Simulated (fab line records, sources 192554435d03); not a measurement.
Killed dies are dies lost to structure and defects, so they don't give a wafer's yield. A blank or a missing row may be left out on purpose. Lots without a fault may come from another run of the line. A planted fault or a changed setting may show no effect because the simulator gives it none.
fab line records | flow n5_finfet
record lots=5 wafers=15 last_day=15
route steps=1938 shown FIN_SAQP@104 BEOL_M4@1111 PASSIVATION@1936
lots that met no fault: from a run of the same line without faults
start_h: hours from the record's first day to the start of the lot's first wafer shown | wait_h: hours since the lot's step before | " the same as in the row above | L1.1+2: a row that stands for several wafers | - no value, or no start given | * or withheld: withheld | < > ~ a bound
route shown NAME@n: a module of which the file shows steps, and the number in the route of the first | usual: mean/standard deviation of fault-free wafers | same: alike in all rows | chamber/n: place in a boat | sites: the reading at each site | _std_site: their standard deviation | _edge_site: outer sites' mean less inner sites' | radius_mm: how far each site lies from the wafer's centre | mask NAME#n: copy n | behind: the tool/chamber that last shaped the wafer | hold: why the lot was held/for how many hours/how that ended | device: the transistor (n, p or np) that didn't switch | end of line: the same wafers' tests at the end of the route | a step without rows: its recipe alone | killed: dies lost to structure and defects at the first sort, not the wafer's yield | map: a wafer's dies, x killed, . not, _ none there
set.NAME: the setting as run; set.NAME@STEP: as run at that earlier step | model.NAME: the simulator's own value behind a step, which no gauge read
lots at some steps of the route; a table a step, a row a wafer
services: from which hour (start_h, from the record's first day; less than 0 if before it) a tool's chamber was out of use, for how many hours, and why
## steps
# step N5_FIN_SAQP_COAT_50
# recipe resist=SiARC temp_c=220 time_s=60 spin_rpm=1500 resist_thk_nm=35
# step N5_FIN_SAQP_COAT_10
# recipe resist=CAR-ArF spin_rpm=1500 resist_thk_nm=90
# step N5_FIN_SAQP_EBR_12
# recipe solvent=PGMEA ebr_width_mm=1.5
# step N5_FIN_SAQP_SOFTBAKE_11
# recipe temp_c=110 time_s=60 resist=CAR-ArF
# step N5_FIN_SAQP_EXPOSE_13
# recipe mask_id=FIN_CORE na=1.35 source_shape=dipole sigma_inner=0.538 sigma_outer=0.738 polarization=te target_cd_nm=35.6 dose_mj=63.25
# step N5_FIN_SAQP_PEB_14
# recipe peb_temp_c=withheld peb_time_s=60 resist=CAR-ArF
# step N5_FIN_SAQP_DEVELOP_15
# recipe develop_time_s=30 developer=TMAH resist=CAR-ArF dev_temp_c=23 rinse_liquid=diw dry=air_spin
# step N5_FIN_SAQP_DESCUM_21
# recipe chemistry=O2 time_s=7.9 source_power_w=50 bias_power_w=20 pressure_mtorr=20 rf_frequency_hz=2.712e+07 temp_c=40 resist=CAR-ArF o2_flow_sccm=225
# step N5_FIN_SAQP_ETCH_51
# recipe chemistry=CF4 target=SiARC target_depth_a=455 mask_material=CAR-ArF time_s=75.8 ion_energy_ev=80 pressure_mtorr=40 source_w=545 bias_w=36 Ar_flow_sccm=100 cf4_flow_sccm=100 ends=cleared
# step N5_FIN_SAQP_ETCH_52
# recipe chemistry=N2/H2 target=SOC target_depth_a=1000 overetch_a=200 mask_material=SiARC temp_c=40 time_s=150 ion_energy_ev=200 pressure_mtorr=30 source_w=840 bias_w=150 n2_flow_sccm=200 h2_flow_sccm=200 ends=end_point
# usual bias_w=150.0/0.45 chamber_pressure_mTorr=29.999/0.026 drypump_motor_current_A=5.9/0.54 oes_product_au=0.70/0.075 rf_vpp_V=524.0/2.3 showerhead_plenum_p_Torr=2.55/0.082 throttle_valve_pct=17.88/0.25
# columns lot.wafer tool chamber start_h wait_h bias_w chamber_pressure_mTorr drypump_motor_current_A oes_product_au rf_hours_counter_h rf_vpp_V showerhead_plenum_p_Torr throttle_valve_pct model.CAR-ArF_of_FIN_SAQP_COAT_10.thk_nm model.SiARC_of_FIN_SAQP_COAT_50.thk_nm
L183.1 rie_diel-04 0 27.97 0.0 150.1 30.018 6.5 0.64 193 523.3 2.52 17.84 0 29.11
L183.2 " 2 " " 150.2 29.984 5.9 0.84 7 522.8 2.50 17.79 0 28.82
L183.6 " 1 " " 150.1 29.963 5.9 0.62 - 523.3 2.52 18.04 0 29
L187.2 rie_diel-04 1 52.72 0.0 - - - - - - - - 50.12 34.91
L187.3 " 2 " " - - - - - - - - 50.26 34.93
L187.5 " 0 " " - - - - - - - - 50.24 35.02
L188.2 rie_diel-02 3 57.61 0.0 - - - - - - - - 50.96 35.02
L188.4 " 1 " " - - - - - - - - 50.65 35.09
L188.5 " 0 " " - - - - - - - - 50.87 34.97
L189.2 rie_diel-04 0 64.03 0.0 - - - - - - - - 50.52 34.95
L189.3 " 3 " " - - - - - - - - 50.24 34.98
L189.5 " 3 " " - - - - - - - - 50.35 35.08
L198.2 rie_diel-02 0 119.06 0.0 150.7 29.942 5.3 0.83 7 522.9 2.50 17.48 0 29.09
L198.4 " 0 " " 149.9 29.990 5.2 0.84 - 522.0 2.50 17.46 0 28.95
L198.5 " 3 " " 149.2 29.991 5.1 0.62 - 522.9 2.53 18.42 0 29.43
# step N5_FIN_SAQP_STRIP_53
# recipe chemistry=N2/H2 temp_c=40 n2_flow_sccm=200 h2_flow_sccm=200 rf_frequency_hz=6e+07
# step N5_FIN_SAQP_HM_OPEN_73
# recipe chemistry=CHF3/O2 target=SiO2 stop_on=a-Si target_depth_a=120 over_etch_frac=1.8 mask_material=SOC time_s=16.8 pressure_mtorr=30 source_w=650 bias_w=170 Ar_flow_sccm=200 CHF3_flow_sccm=50 O2_flow_sccm=5 ion_energy_ev=200 ends=end_point
# usual CHF3_flow_sccm=50.00/0.14 drypump_motor_current_A=5.8/0.53 oes_ar_750_au=0.78/0.081 oes_product_au=0.47/0.05 rf_vpp_V=527/4.7 showerhead_plenum_p_Torr=2.41/0.074 throttle_valve_pct=18.85/0.24
# same over_etch_frac=1.8
# columns lot.wafer tool chamber start_h wait_h CHF3_flow_sccm drypump_motor_current_A oes_ar_750_au oes_product_au rf_hours_counter_h rf_vpp_V showerhead_plenum_p_Torr throttle_valve_pct model.SiARC_of_FIN_SAQP_COAT_50.thk_nm
L183.1 rie_diel-04 0 28.08 0.0 49.86 6.5 0.72 0.43 193 522 2.40 18.96 5.141
L183.2 " 2 " " 50.14 5.9 0.93 0.57 7 531 2.37 18.74 4.306
L183.6 " 1 " " 50.35 6.0 0.71 0.43 - 522 2.38 19.01 5.152
L187.2 rie_diel-04 1 52.83 0.0 49.83 5.9 0.70 0.26 225 523 2.38 18.99 10.93
L187.3 " 2 " " 50.12 5.8 0.90 0.34 18 532 2.36 18.71 10.43
L187.5 " 0 " " 49.90 6.5 0.72 0.27 - 521 2.39 18.93 11.34
L188.2 rie_diel-02 3 57.72 0.0 50.04 5.1 0.70 0.27 180 521 2.40 19.20 11.74
L188.4 " 1 " " 50.07 5.5 0.74 0.28 170 527 2.50 18.94 11.03
L188.5 " 0 " " 49.88 5.2 0.67 0.26 - 523 2.37 18.62 11.52
L189.2 rie_diel-04 0 64.13 0.0 49.97 6.5 0.71 0.26 207 520 2.39 18.91 10.86
L189.3 " 3 " " 49.90 6.0 0.92 0.35 10 534 2.56 18.57 10.3
L189.5 " 3 " " 50.13 6.0 0.92 0.35 - 534 2.56 18.55 10.49
L198.2 rie_diel-02 0 119.16 0.0 50.04 5.2 0.93 0.55 7 521 2.36 18.28 4.539
L198.4 " 0 " " 50.21 5.2 0.93 0.56 - 521 2.36 18.26 4.324
L198.5 " 3 " " 49.89 5.1 0.68 0.42 - 520 2.39 19.28 6.194
# step N5_FIN_SAQP_STRIP_74
# recipe chemistry=CHF3/O2 resist=SiARC rf_frequency_hz=6e+07
# step N5_FIN_SAQP_MANDREL_ETCH_22
# recipe target_depth_a=600 chemistry=HBr/Cl2 target=a-Si stop_on=SiNx bt_time_s=10 over_etch_frac=0.5 time_s=30 pressure_mtorr=10 icp_w=800 bias_w=75 HBr_flow_sccm=150 Cl2_flow_sccm=80 ends=end_point
# usual HBr_flow_sccm=150.0/0.43 bias_w=74.96/0.22 drypump_motor_current_A=5.7/0.46 oes_product_au=0.766/0.017 throttle_valve_pct=35.19/0.22
# same over_etch_frac=0.5
# columns lot.wafer tool chamber start_h wait_h HBr_flow_sccm bias_w drypump_motor_current_A oes_product_au rf_hours_counter_h throttle_valve_pct
L183.1 rie_si-04 3 28.16 0.0 149.8 75.00 6.4 0.740 86 35.07
L183.2 " 0 " " 149.8 75.36 6.5 0.730 61 34.99
L183.6 " 1 " " 150.2 75.36 5.4 0.753 - 35.29
L187.2 rie_si-04 0 52.91 0.0 150.3 75.00 6.4 0.296 62 35.97
L187.3 " 1 " " 149.7 74.72 5.4 0.301 197 36.28
L187.5 " 3 " " 150.3 74.72 6.5 0.301 - 36.05
L188.2 rie_si-03 0 57.81 0.0 150.5 75.14 5.1 0.308 86 35.98
L188.4 " 1 " " 150.3 74.73 6.0 0.301 - 36.52
L188.5 " 2 " " 150.0 74.48 5.5 0.320 - 35.99
L189.2 rie_si-03 1 64.22 0.0 149.6 74.81 6.1 0.300 183 36.55
L189.3 " 2 " " 150.3 75.07 5.5 0.324 8 36.01
L189.5 " 1 " " 149.6 74.70 6.1 0.301 - 36.54
L198.2 rie_si-03 0 119.25 0.0 149.9 75.50 5.1 0.766 87 35.03
L198.4 " 1 " " 150.2 74.62 6.1 0.762 184 35.56
L198.5 " 1 " " 149.5 75.01 6.0 0.772 - 35.54
# step N5_FIN_SAQP_STRIP_55
# recipe chemistry=N2/H2 power_w=500 temp_c=40 pressure_mtorr=50 rf_frequency_hz=6e+07 overash_fraction=0.3 bias_power_w=28 h2_frac=0.5 n2_flow_sccm=300 h2_flow_sccm=300
# step N5_FIN_SAQP_STRIP_23
# recipe chemistry=SPM time_s=750 temp_c=130 h2so4_h2o2_vol_ratio=4
# step N5_FIN_SAQP_SRD_66
# recipe dry=ipa_marangoni time_s=30 temp_c=23 rinse_liquid=diw
# step N5_FIN_SAQP_RECESS_75
# recipe chemistry=HF/NH3 target=SiO2 target_depth_a=144 afs_cycles=3 temp_c=30 sublimation_temp_c=180 sublimation_time_s=60
# step N5_FIN_SAQP_SPACER1_ALD_24
# recipe material=SiO2 target_thk_a=203 temp_c=300 ald_precursor_family=BDEAS ald_co_reactant=O2-plasma pulse_time_s=1 purge_time_s=2 co_reactant_purge_time_s=2 ald_cycles=218 pressure_torr=2
# step N5_FIN_SAQP_SPACER1_ETCHBACK_25
# recipe chemistry=CHF3/O2 mode=anisotropic_etchback target=SiO2 target_depth_a=244 time_s=12.2 pressure_mtorr=30 source_w=650 bias_w=170 Ar_flow_sccm=200 CHF3_flow_sccm=50 O2_flow_sccm=5 ion_energy_ev=200
# usual CHF3_flow_sccm=49.99/0.14 drypump_motor_current_A=5.8/0.59 oes_ar_750_au=0.78/0.075 oes_product_au=0.79/0.082 rf_vpp_V=527/4.8 showerhead_plenum_p_Torr=2.42/0.072 throttle_valve_pct=18.92/0.26
# columns lot.wafer tool chamber start_h wait_h CHF3_flow_sccm drypump_motor_current_A oes_ar_750_au oes_product_au rf_hours_counter_h rf_vpp_V showerhead_plenum_p_Torr throttle_valve_pct
L183.1 rie_diel-02 1 29.81 0.4 50.23 5.5 0.74 0.73 161 526 2.50 19.04
L183.2 " 3 " " 49.79 5.1 0.70 0.71 172 520 2.40 19.30
L183.6 " 0 " " 49.87 5.2 0.68 0.67 - 522 2.37 18.72
L187.2 rie_diel-06 3 55.29 0.4 49.75 4.9 0.86 0.32 47 533 2.45 18.77
L187.3 " 1 " " 49.96 5.7 0.79 0.29 96 532 2.53 19.05
L187.5 " 2 " " 50.05 6.0 0.76 0.28 - 529 2.33 18.59
L188.2 rie_diel-06 1 59.58 0.4 50.21 5.7 0.78 0.29 98 530 2.53 19.06
L188.4 " 2 " " 50.11 5.9 0.76 0.29 115 529 2.33 18.57
L188.5 " 0 " " 49.70 6.8 0.82 0.31 - 525 2.33 18.39
L189.2 rie_diel-02 2 65.75 0.4 50.12 6.5 0.87 0.32 55 528 2.45 18.88
L189.3 " 1 " " 49.93 5.5 0.73 0.27 171 527 2.50 18.93
L189.5 " 0 " " 50.03 5.3 0.68 0.26 - 521 2.37 18.61
L198.2 rie_diel-06 3 121.07 0.4 49.73 4.9 0.83 0.84 71 533 2.44 18.94
L198.4 " 2 " " 49.77 5.9 0.74 0.75 138 529 2.32 18.71
L198.5 " 1 " " 50.31 5.7 0.77 0.77 - 533 2.52 19.22
# step N5_FIN_SAQP_MANDREL1_REMOVE_56
# recipe chemistry=HBr/Cl2/O2 bt_time_s=10 target=a-Si stop_on=SiNx endpoint=OES-SiCl over_etch_frac=1 icp_w=600 bias_w=22 HBr_flow_sccm=150 Cl2_flow_sccm=80 O2_flow_sccm=5 pressure_mtorr=10
# usual drypump_motor_current_A=5.8/0.45 oes_product_au=0.999/0.019 throttle_valve_pct=36.50/0.19
# same over_etch_frac=1
# columns lot.wafer tool chamber start_h wait_h drypump_motor_current_A oes_product_au rf_hours_counter_h throttle_valve_pct
L183.1 rie_si-03 0 29.90 0.1 5.1 1.000 85 36.35
L183.2 " 3 " " 5.5 0.985 115 36.76
L183.6 " 0 " " 5.1 1.009 - 36.33
L187.2 rie_si-03 2 55.38 0.1 5.5 0.379 8 36.39
L187.3 " 1 " " 6.0 0.370 183 36.90
L187.5 " 0 " " 5.1 0.382 - 36.35
L188.2 rie_si-02 0 59.67 0.1 5.9 0.386 75 36.60
L188.4 " 2 " " 6.0 0.379 75 36.35
L188.5 " 3 " " 6.2 0.376 - 36.82
L189.2 rie_si-02 1 65.84 0.1 5.7 0.383 132 36.47
L189.3 " 2 " " 6.0 0.386 76 36.33
L189.5 " 1 " " 5.7 0.385 - 36.48
L198.2 rie_si-03 1 121.16 0.1 6.0 0.991 184 36.91
L198.4 " 3 " " 5.5 0.971 116 36.76
L198.5 " 3 " " 5.5 0.974 - 36.77
# step N5_FIN_SAQP_CD_MEAS_27
# recipe target_cd_nm=20 landing_energy_ev=1000 detector=se_inlens polarity=line
# usual cd_nm=20.28/0.24
# columns lot.wafer tool chamber start_h wait_h cd_nm
L183.1 cd_sem-01 0 30.00 0.1 20.45
L183.2 " 0 " " 19.77
L183.6 " 0 " " 20.43
L187.2 cd_sem-02 0 55.50 0.1 -
L187.3 " 0 " " -
L187.5 " 0 " " -
L188.2 cd_sem-01 0 59.78 0.1 -
L188.4 " 0 " " -
L188.5 " 0 " " -
L189.2 cd_sem-01 0 65.95 0.1 -
L189.3 " 0 " " -
L189.5 " 0 " " -
L198.2 cd_sem-02 0 121.28 0.1 20.09
L198.4 " 0 " " 20.42
L198.5 " 0 " " 20.25
# step N5_FIN_SAQP_ETCH_57
# recipe chemistry=CH3F/O2 target=SiNx mask_material=SiO2 target_depth_a=325 time_s=46.4 pressure_mtorr=30 source_w=395 bias_w=73 Ar_flow_sccm=150 CH3F_flow_sccm=30 O2_flow_sccm=20 ion_energy_ev=120 ends=cleared
# step N5_BEOL_M4_RC_MEAS_101
# usual DIBL_N=36.3/1 DIBL_P=36.2/1.4 IOFF_N=0.157/0.021 IOFF_P=0.206/0.025 ION_N=673/9 ION_P=461/6.4 SS_N=71.5/0.5 SS_P=73.2/0.47 VT_N=249.9/2.4 VT_P=-250.6/2.9
# columns lot.wafer tool chamber start_h wait_h DIBL_N[mV/V] DIBL_P[mV/V] IOFF_N[nA/um] IOFF_P[nA/um] ION_N[uA/um] ION_P[uA/um] SS_N[mV/dec] SS_P[mV/dec] VT_N[mV] VT_P[mV]
L183.1 prober-01 0 173.24 0.0 37.1 36.7 0.159 0.207 667 459 71.2 73.3 249.3 -251.0
L183.2 " 0 " " 36.7 35.9 0.154 0.192 669 457 71.2 73.5 252.6 -253.4
L183.6 " 0 " " 35.7 35.5 0.141 0.186 680 465 70.9 73.5 251.5 -252.5
L198.2 prober-01 0 255.78 0.2 35.6 33.8 0.126 0.183 664 460 71.2 72.9 251.8 -251.5
L198.4 " 0 " " 35.0 33.9 0.120 0.179 667 457 70.8 73.3 252.0 -251.5
L198.5 " 0 " " 38.7 37.9 0.177 0.247 671 464 71.3 73.9 247.2 -248.3
# step N5_PASSIVATION_PROBE_49
# usual defect_limited_yield=91.1/1.3 killed_at_M0_to_M3=36/10 killed_at_M4_up=14/4.4 killed_at_contacts=14/5.7 killed_at_front_end=39/9.4 killed_at_other=2.9/2.6 killed_dies=105/15 killed_on_rim=14/3.5 killed_open=70/12 killed_short=34/7.1 sort_bin_5_function=5.3/0.77 sort_bin_6_memory=3.3/0.66 sort_n_pass=1075/15 sort_yield_pct=91.1/1.3
# same gross_dies=1180 killed_at_back_side=0 sort_bin_4_leakage[%]=0 sort_bin_8_speed[%]=0
# columns lot.wafer tool chamber start_h wait_h defect_limited_yield[%] killed_at_M0_to_M3 killed_at_M4_up killed_at_contacts killed_at_front_end killed_at_other killed_dies killed_on_rim killed_open killed_short sort_bin_5_function[%] sort_bin_6_memory[%] sort_n_pass sort_yield_pct[%]
L187.2 prober-01 - 302.85 0.1 0 29 9 17 1125 0 1180 152 51 37 97.0 2.6 0 0
L187.3 prober-01 - 302.90 0.1 0 40 14 15 1108 3 1180 152 91 39 95.8 3.8 0 0
L187.5 prober-01 - 303.00 0.2 0 39 14 17 1107 3 1180 152 79 38 96.4 3.4 0 0
L188.2 prober-02 - 303.62 0.1 0 46 20 18 1090 6 1180 152 86 37 95.3 4.6 0 0
L188.4 prober-02 - 303.72 0.2 0 30 13 21 1112 4 1180 152 66 31 96.4 3.4 0 0
L188.5 prober-02 - 303.77 0.2 0 46 14 22 1098 0 1180 152 77 35 95.8 3.9 0 0
L189.2 prober-01 - 308.58 0.1 0 41 9 13 1116 1 1180 152 59 34 96.9 3.0 0 0
L189.3 prober-01 - 308.63 0.1 0 37 18 12 1110 3 1180 152 55 35 97.2 2.4 0 0
L189.5 prober-01 - 308.73 0.2 0 59 18 12 1089 2 1180 152 85 33 96.5 3.1 0 0
# killed by level:class
L187.2 FIN_SAQP:area_etch=1087 MOL_CONTACT_COAG:geometric_particle:open=12 FIN_SAQP:geometric_particle:short=7 BEOL_M0_SAQP:geometric_particle:short=7 BEOL_M2:geometric_particle:open=7 STI_FIN_REVEAL:geometric_particle:open=5 DUMMY_GATE:geometric_particle:open=5 GATE_CUT:geometric_particle:short=5
L187.3 FIN_SAQP:area_etch=1050 STI_FIN_REVEAL:geometric_particle:open=15 FIN_SAQP:geometric_particle:open=14 BEOL_M0_SAQP:geometric_particle:open=13 MOL_CONTACT_COAG:geometric_particle:open=12 BEOL_M0_SAQP:geometric_particle:short=11 GATE_CUT:geometric_particle:short=9 BEOL_M4:geometric_particle:open=9
L187.5 FIN_SAQP:area_etch=1062 MOL_CONTACT_COAG:geometric_particle:open=13 BEOL_M0_SAQP:geometric_particle:open=13 FIN_SAQP:geometric_particle:short=9 BEOL_M4:geometric_particle:open=9 BEOL_M0:geometric_particle:open=7 GATE_CUT:geometric_particle:short=6 STI_FIN_REVEAL:geometric_particle:open=5
L188.2 FIN_SAQP:area_etch=1056 BEOL_M0_SAQP:geometric_particle:open=16 MOL_CONTACT_COAG:geometric_particle:open=15 BEOL_M0_SAQP:geometric_particle:short=15 BEOL_M4:geometric_particle:open=13 STI_FIN_REVEAL:geometric_particle:open=11 FIN_SAQP:geometric_particle:short=6 BEOL_M1:geometric_particle:open=5
L188.4 FIN_SAQP:area_etch=1081 MOL_CONTACT_COAG:geometric_particle:open=20 FIN_SAQP:geometric_particle:short=10 BEOL_M0_SAQP:geometric_particle:open=8 BEOL_M3:geometric_particle:open=8 FIN_SAQP:geometric_particle:open=6 STI_FIN_REVEAL:geometric_particle:open=5 BEOL_M1:geometric_particle:open=5
L188.5 FIN_SAQP:area_etch=1067 MOL_CONTACT_COAG:geometric_particle:open=17 BEOL_M0_SAQP:geometric_particle:open=16 BEOL_M0_SAQP:geometric_particle:short=14 FIN_SAQP:geometric_particle:short=7 FIN_SAQP:geometric_particle:open=6 STI_FIN_REVEAL:geometric_particle:open=6 MOL_CONTACT_COAG:geometric_particle:short=5
L189.2 FIN_SAQP:area_etch=1083 BEOL_M1:geometric_particle:open=15 FIN_SAQP:geometric_particle:short=11 BEOL_M0_SAQP:geometric_particle:open=11 MOL_CONTACT_COAG:geometric_particle:open=10 BEOL_M0_SAQP:geometric_particle:short=7 STARTING-WAFER:geometric_particle:open=6 FIN_SAQP:geometric_particle:open=3
L189.3 FIN_SAQP:area_etch=1088 MOL_CONTACT_COAG:geometric_particle:open=9 BEOL_M5:geometric_particle:open=9 BEOL_M3:geometric_particle:open=8 BEOL_M1:geometric_particle:open=8 FIN_SAQP:geometric_particle:short=7 BEOL_M1:geometric_particle:short=6 BEOL_M0_SAQP:geometric_particle:short=5
L189.5 FIN_SAQP:area_etch=1057 BEOL_M1:geometric_particle:open=16 MOL_CONTACT_COAG:geometric_particle:open=11 BEOL_M0_SAQP:geometric_particle:open=11 FIN_SAQP:geometric_particle:short=10 BEOL_M3:geometric_particle:open=9 BEOL_M2:geometric_particle:open=8 FIN_SAQP:geometric_particle:open=7
# map L187.2 (x killed, . not)
_________________xxxxxxxxxxxx________________
______________xxxxxxxxxxxxxxxxxx_____________
___________xxxxxxxxxxxxxxxxxxxxxxxx__________
__________xxxxxxxxxxxxxxxxxxxxxxxxxx_________
________xxxxxxxxxxxxxxxxxxxxxxxxxxxxxx_______
_______xxxxxxxxxxxxxxxxxxxxxxxxxxxxxxxx______
______xxxxxxxxxxxxxxxxxxxxxxxxxxxxxxxxxx_____
_____xxxxxxxxxxxxxxxxxxxxxxxxxxxxxxxxxxxx____
____xxxxxxxxxxxxxxxxxxxxxxxxxxxxxxxxxxxxxx___
___xxxxxxxxxxxxxxxxxxxxxxxxxxxxxxxxxxxxxxxx__
___xxxxxxxxxxxxxxxxxxxxxxxxxxxxxxxxxxxxxxxx__
__xxxxxxxxxxxxxxxxxxxxxxxxxxxxxxxxxxxxxxxxxx_
__xxxxxxxxxxxxxxxxxxxxxxxxxxxxxxxxxxxxxxxxxx_
_xxxxxxxxxxxxxxxxxxxxxxxxxxxxxxxxxxxxxxxxxxxx
_xxxxxxxxxxxxxxxxxxxxxxxxxxxxxxxxxxxxxxxxxxxx
_xxxxxxxxxxxxxxxxxxxxxxxxxxxxxxxxxxxxxxxxxxxx
_xxxxxxxxxxxxxxxxxxxxxxxxxxxxxxxxxxxxxxxxxxxx
_xxxxxxxxxxxxxxxxxxxxxxxxxxxxxxxxxxxxxxxxxxxx
_xxxxxxxxxxxxxxxxxxxxxxxxxxxxxxxxxxxxxxxxxxxx
_xxxxxxxxxxxxxxxxxxxxxxxxxxxxxxxxxxxxxxxxxxxx
_xxxxxxxxxxxxxxxxxxxxxxxxxxxxxxxxxxxxxxxxxxxx
__xxxxxxxxxxxxxxxxxxxxxxxxxxxxxxxxxxxxxxxxxx_
__xxxxxxxxxxxxxxxxxxxxxxxxxxxxxxxxxxxxxxxxxx_
___xxxxxxxxxxxxxxxxxxxxxxxxxxxxxxxxxxxxxxxx__
___xxxxxxxxxxxxxxxxxxxxxxxxxxxxxxxxxxxxxxxx__
____xxxxxxxxxxxxxxxxxxxxxxxxxxxxxxxxxxxxxx___
_____xxxxxxxxxxxxxxxxxxxxxxxxxxxxxxxxxxxx____
______xxxxxxxxxxxxxxxxxxxxxxxxxxxxxxxxxx_____
_______xxxxxxxxxxxxxxxxxxxxxxxxxxxxxxxx______
________xxxxxxxxxxxxxxxxxxxxxxxxxxxxxx_______
__________xxxxxxxxxxxxxxxxxxxxxxxxxx_________
___________xxxxxxxxxxxxxxxxxxxxxxxx__________
______________xxxxxxxxxxxxxxxxxx_____________
_________________xxxxxxxxxxxx________________
# map L188.2 (x killed, . not)
_________________xxxxxxxxxxxx________________
______________xxxxxxxxxxxxxxxxxx_____________
___________xxxxxxxxxxxxxxxxxxxxxxxx__________
__________xxxxxxxxxxxxxxxxxxxxxxxxxx_________
________xxxxxxxxxxxxxxxxxxxxxxxxxxxxxx_______
_______xxxxxxxxxxxxxxxxxxxxxxxxxxxxxxxx______
______xxxxxxxxxxxxxxxxxxxxxxxxxxxxxxxxxx_____
_____xxxxxxxxxxxxxxxxxxxxxxxxxxxxxxxxxxxx____
____xxxxxxxxxxxxxxxxxxxxxxxxxxxxxxxxxxxxxx___
___xxxxxxxxxxxxxxxxxxxxxxxxxxxxxxxxxxxxxxxx__
___xxxxxxxxxxxxxxxxxxxxxxxxxxxxxxxxxxxxxxxx__
__xxxxxxxxxxxxxxxxxxxxxxxxxxxxxxxxxxxxxxxxxx_
__xxxxxxxxxxxxxxxxxxxxxxxxxxxxxxxxxxxxxxxxxx_
_xxxxxxxxxxxxxxxxxxxxxxxxxxxxxxxxxxxxxxxxxxxx
_xxxxxxxxxxxxxxxxxxxxxxxxxxxxxxxxxxxxxxxxxxxx
_xxxxxxxxxxxxxxxxxxxxxxxxxxxxxxxxxxxxxxxxxxxx
_xxxxxxxxxxxxxxxxxxxxxxxxxxxxxxxxxxxxxxxxxxxx
_xxxxxxxxxxxxxxxxxxxxxxxxxxxxxxxxxxxxxxxxxxxx
_xxxxxxxxxxxxxxxxxxxxxxxxxxxxxxxxxxxxxxxxxxxx
_xxxxxxxxxxxxxxxxxxxxxxxxxxxxxxxxxxxxxxxxxxxx
_xxxxxxxxxxxxxxxxxxxxxxxxxxxxxxxxxxxxxxxxxxxx
__xxxxxxxxxxxxxxxxxxxxxxxxxxxxxxxxxxxxxxxxxx_
__xxxxxxxxxxxxxxxxxxxxxxxxxxxxxxxxxxxxxxxxxx_
___xxxxxxxxxxxxxxxxxxxxxxxxxxxxxxxxxxxxxxxx__
___xxxxxxxxxxxxxxxxxxxxxxxxxxxxxxxxxxxxxxxx__
____xxxxxxxxxxxxxxxxxxxxxxxxxxxxxxxxxxxxxx___
_____xxxxxxxxxxxxxxxxxxxxxxxxxxxxxxxxxxxx____
______xxxxxxxxxxxxxxxxxxxxxxxxxxxxxxxxxx_____
_______xxxxxxxxxxxxxxxxxxxxxxxxxxxxxxxx______
________xxxxxxxxxxxxxxxxxxxxxxxxxxxxxx_______
__________xxxxxxxxxxxxxxxxxxxxxxxxxx_________
___________xxxxxxxxxxxxxxxxxxxxxxxx__________
______________xxxxxxxxxxxxxxxxxx_____________
_________________xxxxxxxxxxxx________________
## services
# columns tool chamber start_h hours kind
rie_diel-06 - 9.71 1.2 repair
rie_si-02 3 12.42 8.7 repair
rie_diel-04 3 13.06 - clean
rie_diel-04 3 13.06 - consumable_replace:focus_ring
rie_diel-04 3 13.06 - consumable_replace:showerhead
rie_diel-04 3 13.06 22.3 scheduled_down
rie_diel-04 3 13.06 22.3 vent_cycle
rie_diel-02 1 15.34 7.3 repair
rie_si-03 3 47.70 40.3 repair
rie_si-04 2 70.23 8.0 repair
rie_si-02 1 74.50 3.2 repair
rie_si-03 2 83.02 1.5 repair
rie_diel-02 0 85.26 - clean
rie_diel-02 0 85.26 - consumable_replace:focus_ring
rie_diel-02 0 85.26 18.9 scheduled_down
rie_diel-02 0 85.26 18.9 vent_cycle
rie_diel-04 0 96.47 9.4 repair
rie_diel-04 1 108.49 18.2 repair
rie_si-04 1 112.30 - clean
rie_si-04 1 112.30 27.5 scheduled_down
rie_si-04 1 112.30 27.5 vent_cycle
## key
first_sign step=N5_FIN_SAQP_ETCH_52 reading=tool_record direction=missing
effect step=N5_FIN_SAQP_HM_OPEN_73 reading=oes_product_au direction=down sigmas=3.6 usual=0.47 struck=0.29
effect step=N5_FIN_SAQP_MANDREL_ETCH_22 reading=oes_product_au direction=down sigmas=27 usual=0.766 struck=0.306
effect step=N5_FIN_SAQP_SPACER1_ETCHBACK_25 reading=oes_product_au direction=down sigmas=6 usual=0.79 struck=0.29
effect step=N5_FIN_SAQP_MANDREL1_REMOVE_56 reading=oes_product_au direction=down sigmas=32 usual=0.999 struck=0.381
effect step=N5_FIN_SAQP_CD_MEAS_27 reading=cd_nm direction=missing
effect step=N5_PASSIVATION_PROBE_49 reading=sort_bin_5_function direction=up sigmas=99+ usual=5.3 struck=96.4
model_effect step=N5_FIN_SAQP_ETCH_52 value=CAR-ArF_of_FIN_SAQP_COAT_10.thk_nm without=0 struck=50.47
model_effect step=N5_FIN_SAQP_HM_OPEN_73 value=SiARC_of_FIN_SAQP_COAT_50.thk_nm without=5.084 struck=10.96
more_kills_born_at N5_FIN_SAQP_ETCH_52@rie_diel-04=6427 N5_FIN_SAQP_ETCH_52@rie_diel-02=3204
met_at N5_FIN_SAQP_ETCH_52
struck_wafers L187.2,L187.3,L187.5,L188.2,L188.4,L188.5,L189.2,L189.3,L189.5
later_rows_left_out L187.2,L187.3,L187.5,L188.2,L188.4,L188.5,L189.2,L189.3,L189.5
onset_between 27.97 52.72
fault kind=skipped_step_whole tool=rie_diel-02,rie_diel-04 chamber=- onset_h=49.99 steps=N5_FIN_SAQP_ETCH_52 scope=struck_lots_only
# later_rows_left_out: the simulator's readings of these wafers behind a module that went badly wrong aren't trusted and aren't shown, but for the sort
